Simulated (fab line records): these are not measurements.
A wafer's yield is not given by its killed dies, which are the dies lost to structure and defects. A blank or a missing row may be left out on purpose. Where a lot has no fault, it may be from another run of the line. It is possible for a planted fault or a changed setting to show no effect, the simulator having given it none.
Matching of chambers	flow n5Finfet	cmp-02 running N5_HKMG_FIN_CMP_94: 4 sister chambers
The step polishes, stops on SiNx, t overpolish 4.7 s, target thk 43.299 nm. 4 wafers are shown with their chamber, then 9 later ones without.

== EACH WAFER AND ITS CHAMBER ==
wafer	chamber	motorCurrentA (A)
L087.1	3	11.6
L087.2	0	13.3
L089.1	2	13.8
L089.5	1	12.2

== WAFERS WITH NO CHAMBER GIVEN ==
wafer	motorCurrentA (A)
L090.2	13.3
L090.4	11.3
L090.6	13.8
L091.1	12.8
L091.2	13.4
L091.6	12.2
L093.1	11.3
L093.2	13.0
L093.3	13.5

== EACH ONE'S CHAMBER ==
wafer	from the rows above	in truth
L090.2	can't be placed: 0 or 2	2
L090.4	3	3
L090.6	can't be placed: 2 or 0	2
L091.1	can't be placed: 0 or 1 or 2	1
L091.2	can't be placed: 0 or 2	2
L091.6	1	1
L093.1	3	3
L093.2	can't be placed: 0 or 1 or 2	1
L093.3	can't be placed: 0 or 2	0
Correct placement for 3 of the 9. These rows do not allow placing 6 (true chamber among the candidates in 6). Placed wrongly: 0.
How it was worked out, from the rows above alone: a wafer's distance from a chamber is the root of the sum, over the readings, of the square of ((its reading less the chamber's mean) divided by the reading's scatter). The wafer belongs to the nearest chamber; if the next one is less than 2 further off, it can't be placed. The mean given for a chamber averages the wafers shown for that chamber. The scatter: with one shown wafer a chamber, the root of the mean of the squares of how far each hidden wafer lies from its nearest shown one.
